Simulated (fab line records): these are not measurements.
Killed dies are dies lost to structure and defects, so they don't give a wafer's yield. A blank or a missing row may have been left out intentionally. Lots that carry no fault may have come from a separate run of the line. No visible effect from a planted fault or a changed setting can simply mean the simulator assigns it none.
fab line records | flow nandHarc
record lots=7 | wafers=21 | lastDay=33
route steps=1302 shown P_M2@320
lots untouched by any fault: they come from a run of this same line in which no faults occurred
startH: start of the lot's first displayed wafer, in hours after the record's first day | waitH: hours elapsed since this lot's preceding step | " repeats the value in the row above | L1.1+2: one row covering several wafers at once | - either no value or no given start | * or withheld: withheld | < > ~ a bound
route shown NAME@n: NAME is a module with steps in the file, n the number in the route of the first one | usual: mean/standard deviation of fault-free wafers | same: alike in all rows | chamber/n: place in a boat | sites: per-site readings | _std_site: the values' standard deviation | _edge_site: mean of outer sites minus mean of inner sites | radiusMm: for every site, how far away it sits from the centre of the wafer | mask NAME#n: copy n | behind: the most recent tool/chamber to have shaped the wafer | hold: what put the lot on hold/how long, in hours/how the hold closed | device: names the non-switching transistor (n, p or np) | end of line: tests run on the same wafers once the route is complete | a step without rows: its recipe alone | killed: dies that structure and defects cost at the first sort, which is not the same as the wafer's yield | map: shows each die of a wafer: x if killed, . if not, _ if none is there
set.NAME: the setting that was run; set.NAME@STEP: the one run at that earlier step | model.NAME: the simulator's own value behind a step, which no gauge read
lots at some steps of the route; a table a step, a row a wafer
services: a tool's chamber out of use, with start hour (startH, from the record's first day; less than 0 if before it), hours out, and reason
## steps
# step NHARC_P_M2_HMDS_02
# recipe timeS=30
# step NHARC_P_M2_COAT_34
# recipe tempC=200 | timeS=65
# step NHARC_P_M2_COAT_03
# recipe spinRpm=1500 | resistThkNm=90
# step NHARC_P_M2_SOFTBAKE_04
# recipe tempC=105 | timeS=55
# step NHARC_P_M2_EBR_05
# step NHARC_P_M2_EXPOSE_06
# recipe na=1.35 | targetCdNm=170 | doseMj=80.78 | maskId=P_M2
# step NHARC_P_M2_PEB_07
# recipe pebTempC=100 | pebTimeS=65
# step NHARC_P_M2_DEVELOP_08
# recipe developTimeS=35 | devTempC=23
# step NHARC_P_M2_CD_MEAS_09
# recipe targetCdNm=170 | landingEnergyEv=500
# usual cdNm=170.4/0.99
lot.wafer | tool     | chamber | startH | waitH | cdNm
L763.3    | cdSem-01 | 0       | 188.74 | -     | 171.3
L763.4    | "        | 0       | "      | "     | 171.6
L763.5    | "        | 0       | "      | "     | 171.1
L764.1    | cdSem-03 | 0       | 204.35 | -     | 170.7
L764.4    | "        | 0       | "      | "     | 169.6
L764.5    | "        | 0       | "      | "     | 170.0
L765.3    | cdSem-03 | 0       | 206.24 | -     | 170.4
L765.5    | "        | 0       | "      | "     | 170.4
L765.6    | "        | 0       | "      | "     | 171.1
L769.1    | cdSem-02 | 0       | 257.84 | -     | 169.7
L769.2    | "        | 0       | "      | "     | 171.2
L769.4    | "        | 0       | "      | "     | 171.9
L770.1    | cdSem-02 | 0       | 258.00 | -     | 169.6
L770.3    | "        | 0       | "      | "     | 169.6
L770.6    | "        | 0       | "      | "     | 168.8
L772.1    | cdSem-01 | 0       | 274.39 | -     | 170.6
L772.2    | "        | 0       | "      | "     | 171.6
L772.4    | "        | 0       | "      | "     | 171.1
L780.1    | cdSem-01 | 0       | 355.35 | -     | 168.6
L780.2    | "        | 0       | "      | "     | 170.6
L780.5    | "        | 0       | "      | "     | 170.0
# step NHARC_P_M2_OVL_MEAS_10
# recipe pitchNm=340
# usual overlayXNm=-0.2/0.8 | overlayYNm=-0.2/0.8
lot.wafer | tool       | chamber | startH | waitH | overlayXNm | overlayYNm
L763.3    | overlay-02 | -       | 188.83 | -     | 1.0        | 0.4
L763.4    | "          | -       | "      | "     | 0.9        | -0.2
L763.5    | "          | -       | "      | "     | 0.7        | 0.4
L764.1    | overlay-01 | -       | 204.44 | -     | -0.3       | -1.5
L764.4    | "          | -       | "      | "     | 0.2        | -0.7
L764.5    | "          | -       | "      | "     | -0.2       | -0.7
L765.3    | overlay-02 | -       | 206.32 | -     | -1.3       | -0.7
L765.5    | "          | -       | "      | "     | -1.2       | -1.1
L765.6    | "          | -       | "      | "     | -1.6       | -0.7
L769.1    | overlay-01 | -       | 257.93 | -     | 0.1        | 0.4
L769.2    | "          | -       | "      | "     | 0.4        | 0.3
L769.4    | "          | -       | "      | "     | 0.0        | 0.0
L770.1    | overlay-01 | -       | 258.09 | -     | 0.9        | 1.3
L770.3    | "          | -       | "      | "     | 0.8        | 1.2
L770.6    | "          | -       | "      | "     | 1.0        | 1.4
L772.1    | overlay-01 | -       | 274.48 | -     | 0.7        | -0.1
L772.2    | "          | -       | "      | "     | 0.1        | -0.4
L772.4    | "          | -       | "      | "     | 0.7        | -0.7
L780.1    | overlay-02 | -       | 355.44 | -     | 0.3        | 1.0
L780.2    | "          | -       | "      | "     | 0.8        | 1.6
L780.5    | "          | -       | "      | "     | 0.5        | 0.8
# step NHARC_P_M2_INSPECT_11
# usual rawDefectCount=4.8/3
lot.wafer | tool             | chamber | startH | waitH | rawDefectCount
L763.3    | defectInspect-02 | -       | 188.86 | 0.0   | 3
L763.4    | "                | -       | "      | "     | 0
L763.5    | "                | -       | "      | "     | 1
L764.1    | defectInspect-02 | -       | 204.47 | 0.0   | 3
L764.4    | "                | -       | "      | "     | 3
L764.5    | "                | -       | "      | "     | 8
L765.3    | defectInspect-01 | -       | 206.36 | 0.0   | 5
L765.5    | "                | -       | "      | "     | 5
L765.6    | "                | -       | "      | "     | 3
L769.1    | defectInspect-02 | -       | 257.97 | 0.0   | 4
L769.2    | "                | -       | "      | "     | 4
L769.4    | "                | -       | "      | "     | 4
L770.1    | defectInspect-01 | -       | 258.12 | 0.0   | 6
L770.3    | "                | -       | "      | "     | 6
L770.6    | "                | -       | "      | "     | 5
L772.1    | defectInspect-02 | -       | 274.51 | 0.0   | 5
L772.2    | "                | -       | "      | "     | 1
L772.4    | "                | -       | "      | "     | 6
L780.1    | defectInspect-01 | -       | 355.48 | 0.0   | 9
L780.2    | "                | -       | "      | "     | 9
L780.5    | "                | -       | "      | "     | 8
# step NHARC_P_M2_DESCUM_14
# recipe timeS=3 | o2FlowSccm=200 | arFlowSccm=0 | biasPowerW=0 | chemistry=O2
# usual drypumpMotorCurrentA=5.7/0.33 | oesProductAu=0.999/0.016 | rfVppV=58.0/0.91 | showerheadPlenumPTorr=1.94/0.053 | throttleValvePct=11.311/0.0082
# same biasPowerW=0
lot.wafer | tool       | chamber | startH | waitH | drypumpMotorCurrentA | oesProductAu | rfHoursCounterH | rfVppV | showerheadPlenumPTorr | throttleValvePct
L763.3    | rieDiel-03 | 0       | 188.92 | 0.1   | 5.6                  | 1.003        | 3.2             | 57.5   | 1.90                  | 11.323
L763.4    | "          | 2       | "      | "     | 6.1                  | 0.985        | 4.7             | 57.1   | 1.96                  | 11.312
L763.5    | "          | 0       | "      | "     | 5.6                  | 1.006        | -               | 58.0   | 1.90                  | 11.318
L764.1    | rieDiel-03 | 3       | 204.54 | 0.1   | 5.6                  | 0.996        | 5.8             | 58.4   | 1.99                  | 11.317
L764.4    | "          | 1       | "      | "     | 5.3                  | 1.020        | 3.4             | 58.2   | 1.93                  | 11.311
L764.5    | "          | 3       | "      | "     | 5.5                  | 0.989        | -               | 57.3   | 1.99                  | 11.302
L765.3    | rieDiel-03 | 1       | 206.44 | 0.1   | 5.2                  | 1.029        | 3.4             | 58.0   | 1.94                  | 11.310
L765.5    | "          | 2       | "      | "     | 6.1                  | 1.004        | -               | 57.4   | 1.96                  | 11.304
L765.6    | "          | 3       | "      | "     | 5.5                  | 0.995        | -               | 58.0   | 1.99                  | 11.328
L769.4    | rieDiel-04 | 2       | 258.04 | 0.1   | 6.2                  | 1.013        | 7.8             | 56.5   | 1.85                  | 11.303
L769.1    | "          | 3       | "      | "     | 5.3                  | 1.006        | 8.4             | 56.9   | 1.91                  | 11.315
L769.2    | "          | 0       | "      | "     | 5.8                  | 0.975        | 8.2             | 57.9   | 1.96                  | 11.321
L770.1    | rieDiel-07 | 0       | 258.18 | 0.1   | 5.6                  | 0.990        | 5.5             | 60.6   | 1.98                  | 11.310
L770.3    | "          | 2       | "      | "     | 6.3                  | 0.977        | 6.5             | 57.6   | 1.93                  | 11.304
L770.6    | "          | 0       | "      | "     | 5.6                  | 0.982        | -               | 57.9   | 1.98                  | 11.314
L772.1    | rieDiel-07 | 0       | 274.57 | 0.1   | 5.6                  | 0.984        | 6.0             | 58.5   | 1.98                  | 11.297
L772.2    | "          | 1       | "      | "     | 6.0                  | 1.014        | 6.8             | 59.7   | 2.03                  | 11.311
L772.4    | "          | 2       | "      | "     | 6.2                  | 0.985        | 7.0             | 56.6   | 1.93                  | 11.323
L780.1    | rieDiel-03 | 2       | 355.54 | 0.1   | 6.1                  | 1.002        | 3.6             | 58.8   | 1.96                  | 11.301
L780.2    | "          | 3       | "      | "     | 5.5                  | 0.985        | 4.0             | 57.8   | 1.98                  | 11.322
L780.5    | "          | 2       | "      | "     | 6.0                  | 1.002        | -               | 57.9   | 1.96                  | 11.308
# step NHARC_P_M2_ETCH_35
# recipe targetDepthA=400 | overetchA=120 | timeS=43.94 | ionEnergyEv=200 | n2FlowSccm=150 | h2FlowSccm=150 | arFlowSccm=0 | rfW=400 | biasW=150 | chemistry=N2/H2
# usual biasW=150.1/0.44 | chamberPressureMTorr=30.000/0.027 | drypumpMotorCurrentA=5.8/0.33 | h2FlowSccm=150.0/0.45 | oesProductAu=0.997/0.016 | rfVppV=431.3/1.8 | showerheadPlenumPTorr=2.07/0.058 | throttleValvePct=14.171/0.0087
lot.wafer | tool       | chamber | startH | waitH | biasW | chamberPressureMTorr | drypumpMotorCurrentA | h2FlowSccm | oesProductAu | rfHoursCounterH | rfVppV | showerheadPlenumPTorr | throttleValvePct
L763.4    | rieDiel-03 | 1       | 189.01 | 0.1   | -     | -                    | -                    | -          | -            | -               | -      | -                     | -
L763.3    | "          | 3       | "      | "     | -     | -                    | -                    | -          | -            | -               | -      | -                     | -
L763.5    | "          | 0       | "      | "     | -     | -                    | -                    | -          | -            | -               | -      | -                     | -
L764.4    | rieDiel-03 | 3       | 204.62 | 0.1   | -     | -                    | -                    | -          | -            | -               | -      | -                     | -
L764.1    | "          | 2       | "      | "     | -     | -                    | -                    | -          | -            | -               | -      | -                     | -
L764.5    | "          | 3       | "      | "     | -     | -                    | -                    | -          | -            | -               | -      | -                     | -
L765.3    | rieDiel-03 | 0       | 206.50 | 0.1   | -     | -                    | -                    | -          | -            | -               | -      | -                     | -
L765.5    | "          | 0       | "      | "     | -     | -                    | -                    | -          | -            | -               | -      | -                     | -
L765.6    | "          | 1       | "      | "     | -     | -                    | -                    | -          | -            | -               | -      | -                     | -
L769.4    | rieDiel-04 | 3       | 258.12 | 0.1   | 150.3 | 30.004               | 5.4                  | 150.0      | 0.989        | 8.4             | 430.9  | 2.04                  | 14.163
L769.1    | "          | 0       | "      | "     | 149.9 | 30.006               | 5.8                  | 149.0      | 0.967        | 8.2             | 431.6  | 2.09                  | 14.169
L769.2    | "          | 1       | "      | "     | 150.3 | 29.970               | 6.3                  | 150.0      | 0.992        | 7.5             | 430.9  | 2.05                  | 14.185
L770.1    | rieDiel-07 | 3       | 258.27 | 0.1   | 149.9 | 30.024               | 6.1                  | 149.7      | 0.986        | 6.2             | 424.9  | 1.89                  | 14.181
L770.3    | "          | 0       | "      | "     | 150.8 | 30.002               | 5.6                  | 150.4      | 0.994        | 5.5             | 432.3  | 2.11                  | 14.162
L770.6    | "          | 0       | "      | "     | 150.5 | 30.054               | 5.6                  | 150.1      | 0.994        | -               | 431.5  | 2.11                  | 14.177
L772.1    | rieDiel-07 | 2       | 274.66 | 0.1   | 150.4 | 30.006               | 6.3                  | 150.2      | 0.991        | 7.0             | 430.2  | 2.06                  | 14.165
L772.2    | "          | 3       | "      | "     | 150.8 | 30.021               | 6.1                  | 150.1      | 0.985        | 6.7             | 427.2  | 1.90                  | 14.175
L772.4    | "          | 0       | "      | "     | 150.2 | 29.976               | 5.6                  | 149.8      | 0.989        | 6.0             | 432.7  | 2.11                  | 14.164
L780.1    | rieDiel-03 | 2       | 355.63 | 0.1   | 151.2 | 29.958               | 6.1                  | 149.1      | 1.006        | 3.7             | 431.4  | 2.09                  | 14.185
L780.2    | "          | 3       | "      | "     | 150.8 | 29.988               | 5.6                  | 149.9      | 0.981        | 4.0             | 431.7  | 2.12                  | 14.177
L780.5    | "          | 2       | "      | "     | 150.2 | 29.980               | 6.1                  | 149.2      | 1.000        | -               | 431.4  | 2.09                  | 14.178
# step NHARC_P_M2_ETCH_15
# recipe targetDepthA=1825 | timeS=91.2 | c4f8FlowSccm=withheld | arFlowSccm=400 | rfW=600 | biasW=300 | chemistry=C4F8/Ar
# usual biasW=299.9/0.88 | chamberPressureMTorr=25.000/0.026 | oesProductAu=0.951/0.025 | rfVppV=441.6/1.8
lot.wafer | tool       | chamber | startH | waitH | biasW | chamberPressureMTorr | oesProductAu | rfHoursCounterH | rfVppV
L763.3    | rieDiel-03 | 1       | 189.10 | 0.1   | 302.0 | 25.005               | 0.965        | 2.4             | 441.4
L763.4    | "          | 3       | "      | "     | 299.4 | 24.987               | 0.962        | 5.0             | 443.5
L763.5    | "          | 1       | "      | "     | 300.8 | 24.967               | 0.966        | -               | 440.1
L764.1    | rieDiel-03 | 3       | 204.71 | 0.1   | 301.0 | 24.992               | 0.926        | 5.8             | 443.6
L764.4    | "          | 1       | "      | "     | 299.5 | 25.004               | 0.946        | 3.4             | 441.4
L764.5    | "          | 3       | "      | "     | 299.9 | 24.980               | 0.926        | -               | 444.0
L765.3    | rieDiel-03 | 2       | 206.60 | 0.1   | 300.2 | 24.996               | 0.965        | 5.6             | 441.7
L765.6    | "          | 1       | "      | "     | 300.5 | 24.994               | 0.992        | -               | 441.2
L765.5    | "          | 2       | "      | "     | 299.3 | 25.010               | 0.953        | -               | 442.0
L769.1    | rieDiel-04 | 2       | -      | -     | 300.4 | 25.013               | 0.983        | 7.8             | 438.8
L769.4    | "          | 3       | "      | "     | 300.9 | 25.019               | 0.928        | 8.4             | 441.2
L769.2    | "          | 0       | "      | "     | 301.0 | 24.979               | 0.909        | 8.2             | 441.2
L770.1    | rieDiel-07 | 1       | -      | -     | 299.9 | 24.989               | 0.946        | 6.3             | 443.7
L770.3    | "          | 2       | "      | "     | 301.4 | 24.981               | 0.906        | 6.5             | 441.3
L770.6    | "          | 1       | "      | "     | 301.2 | 24.994               | 0.952        | -               | 443.8
L772.1    | rieDiel-07 | 3       | -      | -     | 300.0 | 24.997               | 0.916        | 6.8             | 437.1
L772.4    | "          | 1       | "      | "     | 299.6 | 24.970               | 0.950        | 6.8             | 442.6
L772.2    | "          | 2       | "      | "     | 298.6 | 25.010               | 0.915        | 7.1             | 442.3
L780.2    | rieDiel-03 | 3       | -      | -     | 301.1 | 25.006               | 0.947        | 4.1             | 443.3
L780.1    | "          | 0       | "      | "     | 298.8 | 24.960               | 0.968        | 3.9             | 440.3
L780.5    | "          | 2       | "      | "     | 300.6 | 25.018               | 0.954        | -               | 442.2
## services
tool       | chamber | startH | hours | kind
rieDiel-07 | 0       | 169.16 | 5.7   | repair
rieDiel-04 | -       | 178.47 | 9.0   | pm
rieDiel-03 | 0       | 186.80 | -     | clean
rieDiel-03 | 1       | 186.80 | -     | clean
rieDiel-03 | 2       | 186.80 | -     | clean
rieDiel-03 | 3       | 186.80 | -     | clean
rieDiel-07 | 0       | 193.09 | 6.3   | repair
rieDiel-04 | 1       | 203.54 | 13.0  | repair
rieDiel-03 | 0       | 206.54 | 19.9  | repair
rieDiel-03 | 1       | 211.30 | -     | clean
rieDiel-03 | 2       | 211.30 | -     | clean
rieDiel-03 | 3       | 211.30 | -     | clean
rieDiel-04 | 2       | 235.21 | 8.3   | repair
rieDiel-03 | 0       | 235.80 | -     | clean
rieDiel-03 | 1       | 235.80 | -     | clean
rieDiel-03 | 2       | 235.80 | -     | clean
rieDiel-07 | -       | 243.73 | 0.5   | repair
rieDiel-03 | -       | 248.48 | 32.9  | repair
rieDiel-07 | -       | 294.20 | 9.0   | pm
rieDiel-03 | 1       | 295.59 | 5.3   | repair
rieDiel-07 | 2       | 313.34 | 3.3   | repair
rieDiel-07 | 2       | 331.40 | 8.3   | repair
rieDiel-04 | 0       | 353.77 | 15.4  | repair
rieDiel-04 | -       | 355.47 | 9.0   | pm
## key
firstSign step=NHARC_P_M2_ETCH_35 | reading=toolRecord | direction=missing
effect none on later readings
metAt NHARC_P_M2_ETCH_35
struckWafers L763.3,L763.4,L763.5,L764.1,L764.4,L764.5,L765.3,L765.5,L765.6
laterRowsLeftOut L763.3,L763.4,L763.5,L764.1,L764.4,L764.5,L765.3,L765.5,L765.6
sortLeftOut L763.3,L763.4,L763.5,L764.1,L764.4,L764.5,L765.3,L765.5,L765.6
fault kind=skippedStepWhole | tool=rieDiel-03 | chamber=- | onsetH=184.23 | steps=NHARC_P_M2_ETCH_35 | scope=struckLotsOnly
# sortLeftOut: the simulated sort isn't trusted on such a fault, so these wafers' sort isn't shown, and their yield isn't known
# laterRowsLeftOut: the simulator's readings of these wafers behind a module that went badly wrong aren't trusted and aren't shown, but for the sort
